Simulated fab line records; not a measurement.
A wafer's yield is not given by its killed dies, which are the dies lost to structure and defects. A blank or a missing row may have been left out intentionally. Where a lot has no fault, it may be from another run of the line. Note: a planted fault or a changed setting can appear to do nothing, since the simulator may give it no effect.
What tool caused it? :: flow nand harc :: 24 lots, 72 wafers sampled, at 4 steps of a route of 1302

== WHAT THE GAUGES SHOWED, per wafer ==
NHARC_P_BONDPAD_CD_MEAS_13.
lot: L074
measured: day 7 05:56
on: cd sem-03
cd nm (nm): 502.5 499.7 501.5

lot: L075
measured: day 7 07:38
on: cd sem-02
cd nm (nm): 504.5 500.6 501.9

lot: L076
measured: day 7 14:31
on: cd sem-02
cd nm (nm): 501.2 501.1 501.5

lot: L077
measured: day 7 18:48
on: cd sem-03
cd nm (nm): 499.3 497.5 498.3

lot: L078
measured: day 8 07:53
on: cd sem-02
cd nm (nm): 501.9 501.7 502.9

lot: L079
measured: day 8 19:33
on: cd sem-01
cd nm (nm): 500.2 498.7 498.5

lot: L080
measured: day 9 05:02
on: cd sem-01
cd nm (nm): 502.2 503.0 499.9

lot: L081
measured: day 9 17:21
on: cd sem-02
cd nm (nm): 499.6 501.7 499.7

lot: L082
measured: day 10 06:19
on: cd sem-03
cd nm (nm): 499.0 499.7 499.5

lot: L083
measured: day 10 10:07
on: cd sem-03
cd nm (nm): 503.0 499.2 500.3

lot: L084
measured: day 11 01:02
on: cd sem-02
cd nm (nm): 501.4 498.1 497.8

lot: L085
measured: day 11 09:59
on: cd sem-02
cd nm (nm): 502.5 501.5 503.7

lot: L086
measured: day 11 12:49
on: cd sem-01
cd nm (nm): 501.5 500.7 501.5

lot: L087
measured: day 11 23:25
on: cd sem-03
cd nm (nm): 500.7 500.6 500.5

lot: L089
measured: day 12 21:39
on: cd sem-03
cd nm (nm): 500.9 502.5 502.6

lot: L088
measured: day 12 23:01
on: cd sem-03
cd nm (nm): 499.9 500.9 500.0

lot: L090
measured: day 13 15:53
on: cd sem-02
cd nm (nm): 502.2 501.5 501.5

lot: L091
measured: day 13 16:47
on: cd sem-01
cd nm (nm): 499.4 499.2 499.2

lot: L092
measured: day 14 09:43
on: cd sem-02
cd nm (nm): 501.1 502.0 500.2

lot: L093
measured: day 14 14:36
on: cd sem-03
cd nm (nm): 500.9 500.6 502.5

lot: L095
measured: day 15 02:56
on: cd sem-01
cd nm (nm): 500.8 499.7 500.0

lot: L094
measured: day 15 03:59
on: cd sem-02
cd nm (nm): 501.6 499.6 501.4

lot: L096
measured: day 15 16:52
on: cd sem-03
cd nm (nm): 499.2 499.9 499.1

lot: L097
measured: day 16 04:42
on: cd sem-01
cd nm (nm): 502.4 501.5 500.7

== WHAT TOOL EACH LOT RAN ON (gives the tool, then ch and the chambers of the sampled wafers, and finally the start) ==
lot: L074
NHARC_P_M1_PRE_CLEAN_32: pecvd-02 ch 0,1,2, day 6 23:30
NHARC_P_M2_ETCH_28: rie diel-12 ch 0,1,2, day 7 03:08 or earlier
NHARC_P_M2_CMP_23: cmp-01 ch 0,2,3, day 7 03:08

lot: L075
NHARC_P_M1_PRE_CLEAN_32: pecvd-02 ch 0,2, day 7 01:06
NHARC_P_M2_ETCH_28: rie diel-12 ch 1,2, day 7 04:47 or earlier
NHARC_P_M2_CMP_23: cmp-03 ch 0,1, day 7 04:47

lot: L076
NHARC_P_M1_PRE_CLEAN_32: pecvd-04 ch 0,2, day 7 07:46
NHARC_P_M2_ETCH_28: rie diel-12 ch 0,1, day 7 10:04
NHARC_P_M2_CMP_23: cmp-04 ch 0,1, day 7 11:47

lot: L077
NHARC_P_M1_PRE_CLEAN_32: pecvd-02 ch 1,2, day 7 12:28
NHARC_P_M2_ETCH_28: rie diel-13 ch 0,2, day 7 16:05 or earlier
NHARC_P_M2_CMP_23: cmp-01 ch 1,2, day 7 16:05

lot: L078
NHARC_P_M1_PRE_CLEAN_32: pecvd-02 ch 0,1,2, day 8 01:35
NHARC_P_M2_ETCH_28: rie diel-05 ch 0,2,3, day 8 05:15 or earlier
NHARC_P_M2_CMP_23: cmp-01 ch 0,1,3, day 8 05:15

lot: L079
NHARC_P_M1_PRE_CLEAN_32: pecvd-01 ch 0,1,2, day 8 13:11
NHARC_P_M2_ETCH_28: rie diel-05 ch 0,2,3, day 8 16:46 or earlier
NHARC_P_M2_CMP_23: cmp-04 ch 0,1,3, day 8 16:46

lot: L080
NHARC_P_M1_PRE_CLEAN_32: pecvd-01 ch 0,2, day 8 22:31
NHARC_P_M2_ETCH_28: rie diel-05 ch 0,2,3, day 9 02:19 or earlier
NHARC_P_M2_CMP_23: cmp-03 ch 0,1,2, day 9 02:19

lot: L081
NHARC_P_M1_PRE_CLEAN_32: pecvd-02 ch 0,2, day 9 11:02
NHARC_P_M2_ETCH_28: rie diel-12 ch 1,2, day 9 14:35 or earlier
NHARC_P_M2_CMP_23: cmp-03 ch 0,2,3, day 9 14:35

lot: L082
NHARC_P_M1_PRE_CLEAN_32: pecvd-02 ch 0,1,2, day 9 23:59
NHARC_P_M2_ETCH_28: rie diel-05 ch 0,1,3, day 10 03:38 or earlier
NHARC_P_M2_CMP_23: cmp-03 ch 0,2,3, day 10 03:38

lot: L083
NHARC_P_M1_PRE_CLEAN_32: pecvd-04 ch 0,1, day 10 04:00
NHARC_P_M2_ETCH_28: rie diel-13 ch 0,3, day 10 07:31 or earlier
NHARC_P_M2_CMP_23: cmp-01 ch 0,2,3, day 10 07:31

lot: L084
NHARC_P_M1_PRE_CLEAN_32: pecvd-01 ch 0,2, day 10 18:21
NHARC_P_M2_ETCH_28: rie diel-12 ch 0,1, day 10 22:13 or earlier
NHARC_P_M2_CMP_23: cmp-03 ch 1,2, day 10 22:13

lot: L085
NHARC_P_M1_PRE_CLEAN_32: pecvd-01 ch 1,2, day 11 03:34
NHARC_P_M2_ETCH_28: rie diel-05 ch 0,3, day 11 07:23 or earlier
NHARC_P_M2_CMP_23: cmp-03 ch 1,2,3, day 11 07:23

lot: L086
NHARC_P_M1_PRE_CLEAN_32: pecvd-02 ch 0,1,2, day 11 06:19
NHARC_P_M2_ETCH_28: rie diel-05 ch 0,2, day 11 09:56 or earlier
NHARC_P_M2_CMP_23: cmp-01 ch 1,2,3, day 11 09:56

lot: L087
NHARC_P_M1_PRE_CLEAN_32: pecvd-01 ch 1,2, day 11 17:07
NHARC_P_M2_ETCH_28: rie diel-13 ch 0,1,2, day 11 20:45 or earlier
NHARC_P_M2_CMP_23: cmp-04 ch 1,2,3, day 11 20:45

lot: L089
NHARC_P_M1_PRE_CLEAN_32: pecvd-02 ch 0,1, day 12 15:25
NHARC_P_M2_ETCH_28: rie diel-13 ch 0,1,3, day 12 18:54 or earlier
NHARC_P_M2_CMP_23: cmp-04 ch 0,1, day 12 18:54

lot: L088
NHARC_P_M1_PRE_CLEAN_32: pecvd-02 ch 0,2, day 12 16:46
NHARC_P_M2_ETCH_28: rie diel-12 ch 0,2,3, day 12 20:17 or earlier
NHARC_P_M2_CMP_23: cmp-04 ch 0,2,3, day 12 20:17

lot: L090
NHARC_P_M1_PRE_CLEAN_32: pecvd-01 ch 0,2, day 13 09:34
NHARC_P_M2_ETCH_28: rie diel-13 ch 2,3, day 13 13:17 or earlier
NHARC_P_M2_CMP_23: cmp-03 ch 0,1,3, day 13 13:17

lot: L091
NHARC_P_M1_PRE_CLEAN_32: pecvd-01 ch 1,2, day 13 10:23
NHARC_P_M2_ETCH_28: rie diel-12 ch 0,2,3, day 13 14:01 or earlier
NHARC_P_M2_CMP_23: cmp-03 ch 0,2,3, day 13 14:01

lot: L092
NHARC_P_M1_PRE_CLEAN_32: pecvd-04 ch 0,1,2, day 14 03:19
NHARC_P_M2_ETCH_28: rie diel-05 ch 0,1,2, day 14 06:57 or earlier
NHARC_P_M2_CMP_23: cmp-01 ch 0,2,3, day 14 06:57

lot: L093
NHARC_P_M1_PRE_CLEAN_32: pecvd-04 ch 0,1, day 14 08:15
NHARC_P_M2_ETCH_28: rie diel-13 ch 0,2,3, day 14 11:49 or earlier
NHARC_P_M2_CMP_23: cmp-01 ch 0,1,2, day 14 11:49

lot: L095
NHARC_P_M1_PRE_CLEAN_32: pecvd-02 ch 1,2, day 14 20:32
NHARC_P_M2_ETCH_28: rie diel-13 ch 0,1,3, day 15 00:10 or earlier
NHARC_P_M2_CMP_23: cmp-04 ch 0,2, day 15 00:10

lot: L094
NHARC_P_M1_PRE_CLEAN_32: pecvd-02 ch 0,1,2, day 14 21:35
NHARC_P_M2_ETCH_28: rie diel-13 ch 0,1, day 15 01:12 or earlier
NHARC_P_M2_CMP_23: cmp-01 ch 1,2,3, day 15 01:12

lot: L096
NHARC_P_M1_PRE_CLEAN_32: pecvd-04 ch 1,2, day 15 10:34
NHARC_P_M2_ETCH_28: rie diel-12 ch 0,1,2, day 15 14:04 or earlier
NHARC_P_M2_CMP_23: cmp-01 ch 0,2, day 15 14:04

lot: L097
NHARC_P_M1_PRE_CLEAN_32: pecvd-02 ch 0,1,2, day 15 22:13
NHARC_P_M2_ETCH_28: rie diel-05 ch 1,2, day 16 01:54 or earlier
NHARC_P_M2_CMP_23: cmp-01 ch 0,1,2, day 16 01:54
- NHARC_P_M1_PRE_CLEAN_32: time 12 s.
- NHARC_P_M2_ETCH_28: etches the open film in CF4/N2, target depth 30 nm, time 72.99 s.
- NHARC_P_M2_CMP_23: polishes, t overpolish 20 s, target thk 144.3 nm.

== AS READ BY THE TOOLS THEMSELVES (means over the sampled wafers that have a number; for cases with no such wafer, the mark the record gives instead) ==
NHARC_P_M1_PRE_CLEAN_32.
lot: L074
tool: pecvd-02
heater power w (W): 590

lot: L075
tool: pecvd-02
heater power w (W): 604

lot: L076
tool: pecvd-04
heater power w (W): 604

lot: L077
tool: pecvd-02
heater power w (W): 594

lot: L078
tool: pecvd-02
heater power w (W): 612

lot: L079
tool: pecvd-01
heater power w (W): 606

lot: L080
tool: pecvd-01
heater power w (W): 569

lot: L081
tool: pecvd-02
heater power w (W): 592

lot: L082
tool: pecvd-02
heater power w (W): 613

lot: L083
tool: pecvd-04
heater power w (W): 708

lot: L084
tool: pecvd-01
heater power w (W): 541

lot: L085
tool: pecvd-01
heater power w (W): 607

lot: L086
tool: pecvd-02
heater power w (W): 600

lot: L087
tool: pecvd-01
heater power w (W): 535

lot: L089
tool: pecvd-02
heater power w (W): 623

lot: L088
tool: pecvd-02
heater power w (W): 621

lot: L090
tool: pecvd-01
heater power w (W): 564

lot: L091
tool: pecvd-01
heater power w (W): 610

lot: L092
tool: pecvd-04
heater power w (W): 664

lot: L093
tool: pecvd-04
heater power w (W): 670

lot: L095
tool: pecvd-02
heater power w (W): 604

lot: L094
tool: pecvd-02
heater power w (W): 584

lot: L096
tool: pecvd-04
heater power w (W): 654

lot: L097
tool: pecvd-02
heater power w (W): 600

NHARC_P_M2_ETCH_28.
lot: L074
tool: rie diel-12
drypump motor current A (A): 5.7
oes product au (a.u.): 1.001
rf vpp V (V): 311.8
showerhead plenum p Torr (Torr): 2.53
throttle valve pct (%): 19.795

lot: L075
tool: rie diel-12
drypump motor current A (A): 5.7
oes product au (a.u.): 1.002
rf vpp V (V): 311.8
showerhead plenum p Torr (Torr): 2.51
throttle valve pct (%): 19.790

lot: L076
tool: rie diel-12
drypump motor current A (A): 5.8
oes product au (a.u.): 1.001
rf vpp V (V): 313.6
showerhead plenum p Torr (Torr): 2.55
throttle valve pct (%): 19.801

lot: L077
tool: rie diel-13
drypump motor current A (A): 6.1
oes product au (a.u.): 0.996
rf vpp V (V): 313.0
showerhead plenum p Torr (Torr): 2.58
throttle valve pct (%): 19.799

lot: L078
tool: rie diel-05
drypump motor current A (A): 5.2
oes product au (a.u.): 1.003
rf vpp V (V): 314.4
showerhead plenum p Torr (Torr): 2.62
throttle valve pct (%): 19.790

lot: L079
tool: rie diel-05
drypump motor current A (A): 5.3
oes product au (a.u.): 0.996
rf vpp V (V): 313.2
showerhead plenum p Torr (Torr): 2.62
throttle valve pct (%): 19.799

lot: L080
tool: rie diel-05
drypump motor current A (A): 5.2
oes product au (a.u.): 0.998
rf vpp V (V): 314.2
showerhead plenum p Torr (Torr): 2.62
throttle valve pct (%): 19.794

lot: L081
tool: rie diel-12
drypump motor current A (A): 5.5
oes product au (a.u.): 0.997
rf vpp V (V): 312.9
showerhead plenum p Torr (Torr): 2.53
throttle valve pct (%): 19.796

lot: L082
tool: rie diel-05
drypump motor current A (A): 5.2
oes product au (a.u.): 0.995
rf vpp V (V): 315.7
showerhead plenum p Torr (Torr): 2.70
throttle valve pct (%): 19.795

lot: L083
tool: rie diel-13
drypump motor current A (A): 5.9
oes product au (a.u.): 0.992
rf vpp V (V): 311.7
showerhead plenum p Torr (Torr): 2.51
throttle valve pct (%): 19.798

lot: L084
tool: rie diel-12
drypump motor current A (A): 5.8
oes product au (a.u.): 0.995
rf vpp V (V): 312.9
showerhead plenum p Torr (Torr): 2.55
throttle valve pct (%): 19.798

lot: L085
tool: rie diel-05
drypump motor current A (A): 5.4
oes product au (a.u.): 0.998
rf vpp V (V): 315.6
showerhead plenum p Torr (Torr): 2.70
throttle valve pct (%): 19.792

lot: L086
tool: rie diel-05
drypump motor current A (A): 5.2
oes product au (a.u.): 1.006
rf vpp V (V): 313.9
showerhead plenum p Torr (Torr): 2.63
throttle valve pct (%): 19.789

lot: L087
tool: rie diel-13
drypump motor current A (A): 5.6
oes product au (a.u.): 1.002
rf vpp V (V): 312.9
showerhead plenum p Torr (Torr): 2.57
throttle valve pct (%): 19.798

lot: L089
tool: rie diel-13
drypump motor current A (A): 5.7
oes product au (a.u.): 1.001
rf vpp V (V): 311.9
showerhead plenum p Torr (Torr): 2.51
throttle valve pct (%): 19.796

lot: L088
tool: rie diel-12
drypump motor current A (A): 6.0
oes product au (a.u.): 1.008
rf vpp V (V): 312.4
showerhead plenum p Torr (Torr): 2.53
throttle valve pct (%): 19.793

lot: L090
tool: rie diel-13
drypump motor current A (A): 5.5
oes product au (a.u.): 0.999
rf vpp V (V): 314.3
showerhead plenum p Torr (Torr): 2.60
throttle valve pct (%): 19.791

lot: L091
tool: rie diel-12
drypump motor current A (A): 6.0
oes product au (a.u.): 1.005
rf vpp V (V): 312.5
showerhead plenum p Torr (Torr): 2.53
throttle valve pct (%): 19.782

lot: L092
tool: rie diel-05
drypump motor current A (A): 5.2
oes product au (a.u.): 0.990
rf vpp V (V): 316.3
showerhead plenum p Torr (Torr): 2.71
throttle valve pct (%): 19.793

lot: L093
tool: rie diel-13
drypump motor current A (A): 5.8
oes product au (a.u.): 1.004
rf vpp V (V): 313.1
showerhead plenum p Torr (Torr): 2.56
throttle valve pct (%): 19.797

lot: L095
tool: rie diel-13
drypump motor current A (A): 5.7
oes product au (a.u.): 1.004
rf vpp V (V): 311.8
showerhead plenum p Torr (Torr): 2.51
throttle valve pct (%): 19.787

lot: L094
tool: rie diel-13
drypump motor current A (A): 5.9
oes product au (a.u.): 0.999
rf vpp V (V): 312.7
showerhead plenum p Torr (Torr): 2.53
throttle valve pct (%): 19.790

lot: L096
tool: rie diel-12
drypump motor current A (A): 5.7
oes product au (a.u.): 0.999
rf vpp V (V): 312.6
showerhead plenum p Torr (Torr): 2.52
throttle valve pct (%): 19.787

lot: L097
tool: rie diel-05
drypump motor current A (A): 5.1
oes product au (a.u.): 1.001
rf vpp V (V): 314.7
showerhead plenum p Torr (Torr): 2.63
throttle valve pct (%): 19.803

NHARC_P_M2_CMP_23.
lot: L074
tool: cmp-01
motor current A (A): 11.8
slurry filter dp kPa (kPa): 13.57
time to endpoint s (s): 26.8

lot: L075
tool: cmp-03
motor current A (A): 11.8
slurry filter dp kPa (kPa): 13.45
time to endpoint s (s): 29.1

lot: L076
tool: cmp-04
motor current A (A): 12.8
slurry filter dp kPa (kPa): 13.48
time to endpoint s (s): 27.1

lot: L077
tool: cmp-01
motor current A (A): 12.8
slurry filter dp kPa (kPa): 13.57
time to endpoint s (s): 27.8

lot: L078
tool: cmp-01
motor current A (A): 12.0
slurry filter dp kPa (kPa): 13.63
time to endpoint s (s): 29.2

lot: L079
tool: cmp-04
motor current A (A): 12.7
slurry filter dp kPa (kPa): 13.66
time to endpoint s (s): 29.9

lot: L080
tool: cmp-03
motor current A (A): 13.4
slurry filter dp kPa (kPa): 13.56
time to endpoint s (s): 29.3

lot: L081
tool: cmp-03
motor current A (A): 12.6
slurry filter dp kPa (kPa): 13.57
time to endpoint s (s): 31.8

lot: L082
tool: cmp-03
motor current A (A): 13.2
slurry filter dp kPa (kPa): 13.53
time to endpoint s (s): 30.3

lot: L083
tool: cmp-01
motor current A (A): 12.1
slurry filter dp kPa (kPa): 13.49
time to endpoint s (s): 25.4

lot: L084
tool: cmp-03
motor current A (A): 13.6
slurry filter dp kPa (kPa): 13.53
time to endpoint s (s): 30.9

lot: L085
tool: cmp-03
motor current A (A): 12.3
slurry filter dp kPa (kPa): 13.50
time to endpoint s (s): 30.2

lot: L086
tool: cmp-01
motor current A (A): 12.2
slurry filter dp kPa (kPa): 13.29
time to endpoint s (s): 30.1

lot: L087
tool: cmp-04
motor current A (A): 12.3
slurry filter dp kPa (kPa): 13.55
time to endpoint s (s): 26.4

lot: L089
tool: cmp-04
motor current A (A): 12.8
slurry filter dp kPa (kPa): 13.47
time to endpoint s (s): 24.5

lot: L088
tool: cmp-04
motor current A (A): 12.3
slurry filter dp kPa (kPa): 13.35
time to endpoint s (s): 27.1

lot: L090
tool: cmp-03
motor current A (A): 11.6
slurry filter dp kPa (kPa): 13.44
time to endpoint s (s): 27.3

lot: L091
tool: cmp-03
motor current A (A): 12.6
slurry filter dp kPa (kPa): 13.59
time to endpoint s (s): 30.0

lot: L092
tool: cmp-01
motor current A (A): 11.9
slurry filter dp kPa (kPa): 13.38
time to endpoint s (s): 27.8

lot: L093
tool: cmp-01
motor current A (A): 12.7
slurry filter dp kPa (kPa): 13.49
time to endpoint s (s): 28.0

lot: L095
tool: cmp-04
motor current A (A): 12.7
slurry filter dp kPa (kPa): 13.46
time to endpoint s (s): 28.5

lot: L094
tool: cmp-01
motor current A (A): 11.7
slurry filter dp kPa (kPa): 13.45
time to endpoint s (s): 27.6

lot: L096
tool: cmp-01
motor current A (A): 13.2
slurry filter dp kPa (kPa): 13.37
time to endpoint s (s): 27.0

lot: L097
tool: cmp-01
motor current A (A): 12.5
slurry filter dp kPa (kPa): 13.56
time to endpoint s (s): 29.1

== THE ANSWER, worked out from the rows above alone ==
Rule: what is usual is taken from the lots themselves. Put in order of their means at a reading, lots are off if they are a third of the lots or fewer, leave a main group of 4 or more, and stand apart from it by a gap of 3 or more times the standard deviation of the main group's means; of several such gaps the widest counts. The tables above print the reading to a certain number of digits; a main group whose means all agree to those digits is not used. A lot without any number at a reading at which 4 lots or more have one is off too. Any other lot the step has rows for is counted as sound. The gauges are gone through in route order, then the tools' own readings, and for those a lot's mean is taken as printed above. The first step at which some lot is off is used, and at that step the reading that is off furthest; a lot without a number counts as furthest.
No lot is off on any of the readings shown, so nothing can be concluded from this.

== WHAT THE SIMULATOR PUT IN ==
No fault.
